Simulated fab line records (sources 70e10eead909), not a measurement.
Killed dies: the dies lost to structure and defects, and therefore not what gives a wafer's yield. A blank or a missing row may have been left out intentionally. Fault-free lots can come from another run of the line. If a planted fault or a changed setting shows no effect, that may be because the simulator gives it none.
A lot that was struck, set against a sound lot || flow nand_harc || 40 steps out of a route of 1302
Sound: wafers L693.1, L693.2, L693.5. Struck: wafer L701.2. (L701.1, L701.5 of the same lot were not struck and are left out.) The cause comes at the end.
Order at every step that has rows: each side's tool, ch and its chambers, its first start. Under that, the readings that differ: sound wafers || struck wafers || difference of the means || sigmas: that difference in standard deviations of wafers without a fault.
alike: same words and numbers on both sides, and readings whose means sit less than 2 such deviations apart. not compared: any withheld reading, any reading some wafer has no value for, any bound like >300 that may hide the same value, and any number with overlapping values for which the record gives no deviation.
A row with sigmas, a row that says differs or no value, or rows on one side alone: a step with any of these is where the two part. Non-overlapping numbers with no deviation appear without sigmas and do not part them. Lack of a reading on every wafer of one side parts them only where that side has two or more wafers.

first, 8 steps without rows for these wafers: NHARC_A_STAIRCASE_HMDS_243 (time 30 s); NHARC_A_STAIRCASE_COAT_244; NHARC_A_STAIRCASE_SOFTBAKE_245 (time 170 s); NHARC_A_STAIRCASE_EBR_246; NHARC_A_STAIRCASE_EXPOSE_247 (exposes mask SDS 1); NHARC_A_STAIRCASE_PEB_248 (peb time 130 s); NHARC_A_STAIRCASE_DEVELOP_249 (time 140 s); NHARC_A_STAIRCASE_HARDBAKE_251 (time 140 s).
NHARC_A_STAIRCASE_DESCUM_252: chemistry O2, time 3 s.
  sound on rie_diel-11 ch 0,1,2, day 18 23:30; struck on rie_diel-13 ch 0, day 22 03:04
  alike: drypump_motor_current_A, o2_flow_sccm, oes_product_au, rf_vpp_V, showerhead_plenum_p_Torr, throttle_valve_pct
  not compared: rf_hours_counter_h
then, 2 steps without rows for these wafers: NHARC_A_STAIRCASE_ETCH_253 (etches the open film in C4F8/O2, target depth 50 nm, time 20.2 s); NHARC_A_STAIRCASE_STRIP_254 (strips in O2).
NHARC_A_STAIRCASE_STRIP_255: strips in SPM, time 900 s.
  sound on wet_bench-01 ch 0,4,7, day 19 00:02; struck on wet_bench-09 ch 3, day 22 03:37
  alike: bath_guard_temp_C
then, 2 steps without rows for these wafers: NHARC_A_STAIRCASE_PRECLEAN_256 (cleans in SC1); NHARC_A_STAIRCASE_SRD_257.
NHARC_A_STAIRCASE_HM_DEP_456: deposits aC, target thk 3100 nm.
  sound on acl_dep-01 ch 0, day 19 00:43; struck on acl_dep-02 ch 0, day 22 04:05
  alike: throttle_valve_pct
then, 10 steps without rows for these wafers: NHARC_A_STAIRCASE_DEP_259 (deposits SiON, target thk 30 nm); NHARC_A_STAIRCASE_DEHYDRATE_260 (time 120 s); NHARC_A_STAIRCASE_HMDS_261 (time 30 s); NHARC_A_STAIRCASE_COAT_262; NHARC_A_STAIRCASE_SOFTBAKE_263 (time 170 s); NHARC_A_STAIRCASE_EBR_264; NHARC_A_STAIRCASE_EXPOSE_265 (exposes mask CHOP 200); NHARC_A_STAIRCASE_PEB_266 (peb time 130 s); NHARC_A_STAIRCASE_DEVELOP_267 (time 140 s); NHARC_A_STAIRCASE_HARDBAKE_269 (time 140 s).
NHARC_A_STAIRCASE_DESCUM_270: chemistry O2, time 3 s.
  sound on rie_diel-04 ch 0,2,3, day 19 03:27; struck on rie_diel-13 ch 1, day 22 06:56
{"reading": "rf_vpp_V (V)", "sound": "57.2 55.7 57.5", "struck": 58.8, "difference": "+2.0", "sigmas": "+2"}
  alike: drypump_motor_current_A, o2_flow_sccm, oes_product_au, showerhead_plenum_p_Torr, throttle_valve_pct
  not compared: rf_hours_counter_h
NHARC_A_STAIRCASE_ETCH_271: etches the open film in CF4/CHF3.
  sound on rie_diel-04 ch 2,3, day 19 03:34; struck on rie_diel-13 ch 0, day 22 07:01
  alike: drypump_motor_current_A, oes_product_au, rf_vpp_V, showerhead_plenum_p_Torr, throttle_valve_pct
  not compared: rf_hours_counter_h
then, 4 steps without rows for these wafers: NHARC_A_STAIRCASE_HM_OPEN_457 (chemistry O2/COS); NHARC_A_STAIRCASE_STRIP_458 (strips in O2/COS); NHARC_A_STAIRCASE_ETCH_451 (etches the open film in CF4/O2, target depth 30 nm, overetch 3 nm, time 16.5 s); NHARC_A_STAIRCASE_ETCH_273 (etches the open film in C4F8/O2/Ar, target depth 10200 nm, time 2468.6 s).
NHARC_A_STAIRCASE_STRIP_274: strips in O2.
  sound: rie_diel-04 ch 0,3; struck: rie_diel-13 ch 1
  alike: drypump_motor_current_A, o2_flow_sccm, oes_product_au, rf_vpp_V, showerhead_plenum_p_Torr, throttle_valve_pct
  not compared: rf_hours_counter_h
then, 7 steps without rows for these wafers: NHARC_A_STAIRCASE_STRIP_275 (strips in SPM, time 900 s); NHARC_A_STAIRCASE_PRECLEAN_276 (cleans in SC1); NHARC_A_STAIRCASE_SRD_277; NHARC_A_STAIRCASE_HM_DEP_459 (deposits aC, target thk 1500 nm); NHARC_A_STAIRCASE_DEP_280 (deposits SiON, target thk 30 nm); NHARC_A_STAIRCASE_DEHYDRATE_281 (time 120 s); NHARC_A_STAIRCASE_HMDS_282 (time 30 s).
-- break in the record here, with 8 days between the starts of the struck wafers on either side (left off in module A_STAIRCASE, picked up again in module END, where the first step shown is number 1302 on the route) --
NHARC_END_SORT_01:
  sound on prober-02 ch 0, day 26 22:14; struck on prober-02 ch 0, day 30 00:58
{"reading": "killed_at_array", "sound": "69 56 75", "struck": 129, "difference": "+62", "sigmas": "+4"}
{"reading": "killed_dies", "sound": "71 58 76", "struck": 135, "difference": "+67", "sigmas": "+4"}
{"reading": "killed_open", "sound": "11 3 8", "struck": 3, "difference": -4, "sigmas": -2}
  alike: killed_at_other, killed_at_periphery, killed_short

## WHERE THEY PART
At NHARC_A_STAIRCASE_DESCUM_270 first; at NHARC_END_SORT_01 last (within this record only).

WHY: what had been put in by the simulator
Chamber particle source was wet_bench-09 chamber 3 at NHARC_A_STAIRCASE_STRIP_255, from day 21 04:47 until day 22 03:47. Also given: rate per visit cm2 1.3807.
